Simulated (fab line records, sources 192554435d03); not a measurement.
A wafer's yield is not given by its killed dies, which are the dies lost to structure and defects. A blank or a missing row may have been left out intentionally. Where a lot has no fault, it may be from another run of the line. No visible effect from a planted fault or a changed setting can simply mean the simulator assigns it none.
What tool caused it?	flow n5-finfet	72 wafers from 24 lots sampled at 6 of the route's 1938 steps

== WHAT THE GAUGES SHOWED, per wafer ==
N5_BEOL_M8_OVL_MEAS_29.
lot	measured	on	V7_OVL (nm)
L074	day 11 03:30	overlay-01	0.6 0.8 0.1
L076	day 11 19:05	overlay-02	-0.7 -0.7 -0.1
L077	day 12 07:10	overlay-02	-0.2 -0.4 0.3
L075	day 12 11:42	overlay-02	-0.7 -0.5 -0.7
L078	day 12 16:13	overlay-02	1.2 0.3 0.6
L079	day 12 21:59	overlay-02	-0.2 -1.0 -0.6
L080	day 13 10:41	overlay-02	1.0 0.9 1.3
L081	day 13 18:38	overlay-01	0.6 0.6 0.4
L082	day 13 22:47	overlay-02	0.6 0.7 -0.1
L084	day 13 22:36	overlay-02	-0.1 0.3 -0.2
L083	day 14 02:49	overlay-02	0.3 0.4 0.5
L085	day 14 09:04	overlay-01	0.6 0.2 0.8
L087	day 14 09:13	overlay-02	-1.1 -0.9 -0.5
L086	day 15 04:08	overlay-01	-0.9 0.6 -1.0
L090	day 15 12:29	overlay-01	-0.9 -1.2 -0.1
L089	day 15 12:38	overlay-02	-0.9 0.8 -0.6
L088	day 15 20:20	overlay-02	0.1 -0.2 0.6
L092	day 16 08:50	overlay-01	-0.4 0.2 0.2
L091	day 16 10:14	overlay-02	0.5 0.1 1.4
L093	day 16 17:47	overlay-01	-0.5 0.1 -0.2
L094	day 16 22:15	overlay-02	-0.3 0.2 0.7
L095	day 16 22:19	overlay-01	1.2 1.6 1.7
L096	day 16 22:26	overlay-02	1.9 1.8 1.4
L097	day 17 10:07	overlay-01	0.3 -0.1 0.8

N5_BEOL_M8_THK_MEAS_53: measures by xrf.
lot	measured	on	M8_THK (nm)
L074	day 11 08:12	film-metro-02	75.4 76.8 76.2
L076	day 11 22:25	film-metro-01	76.3 81.0 77.8
L077	day 12 09:55	film-metro-01	79.5 80.3 79.6
L075	day 12 15:32	film-metro-02	76.6 79.8 76.7
L078	day 12 19:11	film-metro-01	81.8 80.3 80.5
L079	day 13 01:49	film-metro-01	78.6 80.3 78.0
L080	day 13 13:55	film-metro-01	76.9 77.3 78.0
L081	day 13 21:43	film-metro-01	76.0 78.2 81.3
L082	day 14 02:05	film-metro-02	77.9 80.0 79.2
L084	day 14 01:42	film-metro-02	77.5 81.1 77.6
L083	day 14 06:14	film-metro-02	80.1 78.4 78.3
L085	day 14 12:29	film-metro-01	76.2 76.1 80.0
L087	day 14 12:30	film-metro-02	78.2 75.2 74.1
L086	day 15 08:52	film-metro-01	78.9 78.1 76.5
L090	day 15 16:50	film-metro-01	80.8 80.0 78.2
L089	day 15 17:22	film-metro-01	79.0 75.7 75.8
L088	day 16 01:05	film-metro-02	77.6 79.1 78.1
L092	day 16 12:53	film-metro-01	80.3 78.2 79.5
L091	day 16 15:41	film-metro-01	77.5 78.0 77.3
L093	day 16 22:32	film-metro-01	79.9 77.2 78.2
L094	day 17 02:07	film-metro-01	78.4 81.0 77.4
L095	day 17 02:24	film-metro-02	79.5 78.8 80.0
L096	day 17 02:45	film-metro-02	79.3 80.3 79.0
L097	day 17 13:25	film-metro-02	78.1 78.1 77.9

== WHICH TOOL RAN EACH LOT (tool, then ch and the chambers of the sampled wafers, then the start) ==
lot	N5_BEOL_M8_ETCH_62	N5_BEOL_M8_SURFACE_TREAT_79	N5_BEOL_M8_SPUTTER_48	N5_BEOL_M8_ANNEAL_51
L074	rie-diel-04 ch 1,2, day 11 02:19	pvd-sputter-01, day 11 07:03	pvd-sputter-01, day 11 07:15	rtp-anneal-01 ch 0, day 11 07:28
L076	rie-diel-04 ch 0,3, day 11 16:59	pvd-sputter-01, day 11 20:59	pvd-sputter-02, day 11 21:18	rtp-anneal-01 ch 0, day 11 21:49
L077	rie-diel-04 ch 0,2, day 12 05:29	pvd-sputter-02, day 12 08:47	pvd-sputter-03, day 12 09:01	rtp-anneal-02 ch 0, day 12 09:20
L075	rie-diel-03 ch 1,2, day 12 08:50	pvd-sputter-01, day 12 13:44	pvd-sputter-02, day 12 13:59	rtp-anneal-02 ch 0, day 12 14:58
L078	rie-diel-03 ch 0,1,2, day 12 13:28	pvd-sputter-02, day 12 18:05	pvd-sputter-01, day 12 18:23	rtp-anneal-02 ch 0, day 12 18:36
L079	rie-diel-04 ch 0,1,2, day 12 18:10	pvd-sputter-02, day 13 00:07	pvd-sputter-02, day 13 00:44	rtp-anneal-02 ch 0, day 13 00:57
L080	rie-diel-04 ch 1,3, day 13 08:01	pvd-sputter-01, day 13 12:48	pvd-sputter-02, day 13 12:59	rtp-anneal-01 ch 0, day 13 13:19
L081	rie-diel-04 ch 0,2,3, day 13 16:56	pvd-sputter-03, day 13 20:23	pvd-sputter-02, day 13 20:48	rtp-anneal-01 ch 0, day 13 21:08
L082	rie-diel-03 ch 0,1,2, day 13 20:26	pvd-sputter-02, day 14 00:47	pvd-sputter-01, day 14 01:00	rtp-anneal-02 ch 0, day 14 01:35
L084	rie-diel-04 ch 0,3, day 13 20:36	pvd-sputter-03, day 14 00:43	pvd-sputter-03, day 14 00:54	rtp-anneal-01 ch 0, day 14 01:07
L083	rie-diel-01 ch 0,3, day 14 00:41	pvd-sputter-02, day 14 05:09	pvd-sputter-02, day 14 05:22	rtp-anneal-01 ch 0, day 14 05:41
L085	rie-diel-03 ch 0,1,2, day 14 07:10	pvd-sputter-01, day 14 11:01	pvd-sputter-01, day 14 11:32	rtp-anneal-02 ch 0, day 14 11:56
L087	rie-diel-01 ch 0,2, day 14 07:57	pvd-sputter-01, day 14 11:03	pvd-sputter-01, day 14 11:37	rtp-anneal-01 ch 0, day 14 11:55
L086	rie-diel-01 ch 1,2,3, day 15 03:19	pvd-sputter-01, day 15 07:21	pvd-sputter-01, day 15 07:49	rtp-anneal-02 ch 0, day 15 08:17
L090	rie-diel-03 ch 1,2,3, day 15 07:41	pvd-sputter-03, day 15 15:26	pvd-sputter-02, day 15 15:43	rtp-anneal-01 ch 0, day 15 16:20
L089	rie-diel-04 ch 1,2, day 15 07:56	pvd-sputter-02, day 15 16:11	pvd-sputter-02, day 15 16:24	rtp-anneal-01 ch 0, day 15 16:49
L088	rie-diel-03 ch 0,2, day 15 16:57	pvd-sputter-01, day 15 22:13	pvd-sputter-03, day 16 00:14	rtp-anneal-02 ch 0, day 16 00:29
L092	rie-diel-04 ch 0,3, day 16 05:59	pvd-sputter-03, day 16 11:11	pvd-sputter-03, day 16 11:49	rtp-anneal-01 ch 0, day 16 12:16
L091	rie-diel-01 ch 0,2, day 16 09:25	pvd-sputter-03, day 16 14:23	pvd-sputter-03, day 16 14:46	rtp-anneal-01 ch 0, day 16 14:59
L093	rie-diel-01 ch 0,2, day 16 15:28	pvd-sputter-03, day 16 19:47	pvd-sputter-03, day 16 21:43	rtp-anneal-02 ch 0, day 16 21:56
L094	rie-diel-03 ch 0,1, day 16 18:59	pvd-sputter-03, day 17 00:37	pvd-sputter-03, day 17 00:53	rtp-anneal-02 ch 0, day 17 01:32
L095	rie-diel-04 ch 0,1, day 16 19:14	pvd-sputter-03, day 17 00:51	pvd-sputter-03, day 17 01:08	rtp-anneal-02 ch 0, day 17 01:51
L096	rie-diel-03 ch 0,1,2, day 16 19:35	pvd-sputter-03, day 17 01:01	pvd-sputter-03, day 17 01:20	rtp-anneal-01 ch 0, day 17 02:12
L097	rie-diel-04 ch 0,1,3, day 17 07:14	pvd-sputter-03, day 17 12:05	pvd-sputter-03, day 17 12:33	rtp-anneal-01 ch 0, day 17 12:52
- N5_BEOL_M8_ETCH_62: etches SOC in N2/H2, target depth 110 nm, overetch 22 nm, time 165 s.
- N5_BEOL_M8_SURFACE_TREAT_79
- N5_BEOL_M8_SPUTTER_48: material Cu, target thk 10 nm, time 1.667 s.
- N5_BEOL_M8_ANNEAL_51: time 90 s.

== AS READ BY THE TOOLS THEMSELVES (means over the sampled wafers that have a number; for cases with no such wafer, the mark the record gives instead) ==
N5_BEOL_M8_ETCH_62.
lot	tool	drypump-motor-current-A (A)	oes-product-au (a.u.)	rf-vpp-V (V)	showerhead-plenum-p-Torr (Torr)	throttle-valve-pct (%)
L074	rie-diel-04	5.9	0.65	521.6	2.47	17.9
L076	rie-diel-04	5.5	0.75	527.2	2.65	17.6
L077	rie-diel-04	5.7	0.60	521.7	2.45	18.2
L075	rie-diel-03	5.2	0.72	523.6	2.54	17.5
L078	rie-diel-03	5.4	0.73	525.2	2.59	17.6
L079	rie-diel-04	6.0	0.64	523.2	2.51	18.0
L080	rie-diel-04	6.0	0.73	525.8	2.63	17.5
L081	rie-diel-04	5.6	0.65	523.9	2.54	17.9
L082	rie-diel-03	5.4	0.72	524.3	2.59	17.6
L084	rie-diel-04	5.5	0.70	525.6	2.64	17.6
L083	rie-diel-01	6.1	0.67	523.2	2.49	17.6
L085	rie-diel-03	5.4	0.71	525.4	2.58	17.6
L087	rie-diel-01	6.5	0.61	522.6	2.48	18.3
L086	rie-diel-01	6.1	0.67	521.2	2.44	17.8
L090	rie-diel-03	5.7	0.71	524.2	2.54	17.6
L089	rie-diel-04	5.9	0.61	522.2	2.46	18.0
L088	rie-diel-03	5.6	0.71	524.8	2.63	17.6
L092	rie-diel-04	5.7	0.64	524.2	2.58	18.0
L091	rie-diel-01	6.5	0.68	522.0	2.47	18.2
L093	rie-diel-01	6.4	0.76	523.4	2.53	17.9
L094	rie-diel-03	5.4	0.73	525.6	2.63	17.6
L095	rie-diel-04	6.3	0.65	524.3	2.56	17.9
L096	rie-diel-03	5.4	0.69	524.4	2.57	17.6
L097	rie-diel-04	5.9	0.66	524.4	2.59	17.8

N5_BEOL_M8_SURFACE_TREAT_79.
lot	tool	ar-flow-sccm (sccm)
L074	pvd-sputter-01	29.95
L076	pvd-sputter-01	29.99
L077	pvd-sputter-02	29.96
L075	pvd-sputter-01	30.00
L078	pvd-sputter-02	30.03
L079	pvd-sputter-02	29.97
L080	pvd-sputter-01	29.92
L081	pvd-sputter-03	29.90
L082	pvd-sputter-02	30.00
L084	pvd-sputter-03	30.00
L083	pvd-sputter-02	30.06
L085	pvd-sputter-01	29.99
L087	pvd-sputter-01	30.00
L086	pvd-sputter-01	29.97
L090	pvd-sputter-03	30.07
L089	pvd-sputter-02	30.03
L088	pvd-sputter-01	29.98
L092	pvd-sputter-03	30.14
L091	pvd-sputter-03	30.01
L093	pvd-sputter-03	29.89
L094	pvd-sputter-03	30.07
L095	pvd-sputter-03	30.00
L096	pvd-sputter-03	30.00
L097	pvd-sputter-03	30.00

N5_BEOL_M8_SPUTTER_48.
lot	tool	chuck-gas-flow-sccm (sccm)	susceptor-temp-C (C)	throttle-valve-pct (%)
L074	pvd-sputter-01	1.24	-20.02	29.0
L076	pvd-sputter-02	1.22	-20.01	30.2
L077	pvd-sputter-03	1.30	-19.96	29.8
L075	pvd-sputter-02	1.30	-20.13	29.5
L078	pvd-sputter-01	1.28	-19.95	29.5
L079	pvd-sputter-02	1.28	-20.07	30.3
L080	pvd-sputter-02	1.22	-20.01	29.8
L081	pvd-sputter-02	1.21	-20.07	30.4
L082	pvd-sputter-01	1.29	-20.00	30.7
L084	pvd-sputter-03	1.25	-20.04	29.1
L083	pvd-sputter-02	1.30	-19.90	30.7
L085	pvd-sputter-01	1.29	-20.02	29.4
L087	pvd-sputter-01	1.30	-19.97	30.1
L086	pvd-sputter-01	1.22	-20.05	28.9
L090	pvd-sputter-02	1.26	-19.99	30.3
L089	pvd-sputter-02	1.26	-19.99	30.1
L088	pvd-sputter-03	1.28	-20.01	29.9
L092	pvd-sputter-03	1.27	-19.91	29.3
L091	pvd-sputter-03	1.26	-19.88	29.3
L093	pvd-sputter-03	1.31	-20.04	30.1
L094	pvd-sputter-03	1.23	-20.00	28.8
L095	pvd-sputter-03	1.24	-20.00	29.5
L096	pvd-sputter-03	1.28	-19.94	30.2
L097	pvd-sputter-03	1.28	-20.18	29.4

N5_BEOL_M8_ANNEAL_51.
lot	tool	wafer_temp_C_max
L074	rtp-anneal-01	226.02
L076	rtp-anneal-01	225.97
L077	rtp-anneal-02	226.10
L075	rtp-anneal-02	226.08
L078	rtp-anneal-02	225.80
L079	rtp-anneal-02	226.19
L080	rtp-anneal-01	226.44
L081	rtp-anneal-01	226.05
L082	rtp-anneal-02	225.71
L084	rtp-anneal-01	226.00
L083	rtp-anneal-01	225.71
L085	rtp-anneal-02	225.81
L087	rtp-anneal-01	226.13
L086	rtp-anneal-02	225.98
L090	rtp-anneal-01	226.09
L089	rtp-anneal-01	225.99
L088	rtp-anneal-02	225.52
L092	rtp-anneal-01	225.82
L091	rtp-anneal-01	226.17
L093	rtp-anneal-02	226.21
L094	rtp-anneal-02	226.14
L095	rtp-anneal-02	226.05
L096	rtp-anneal-01	226.20
L097	rtp-anneal-01	226.06

== THE ANSWER, worked out from the rows above alone ==
Rule: what is usual is taken from the lots themselves. The widest of any qualifying gaps counts: lots, ordered by their means at a reading, are off when they make up no more than a third of the lots, leave a main group of 4 or more, and stand apart from it by 3 or more times the standard deviation of that group's means. A main group whose means are all the same, to the digits that the tables above print for the reading, isn't used. A lot without any number at a reading at which 4 lots or more have one is off too. Where the step has rows for the other lots, those lots are counted as sound. The gauges are gone through in route order, then the tools' own readings, and for those a lot's mean is taken as printed above. At the first step where some lot is off, the reading lying furthest off is the one used; lots without a number count as furthest.
No lot is off at any reading shown: from this, nothing can be told.

== WHAT THE SIMULATOR HAD INSERTED ==
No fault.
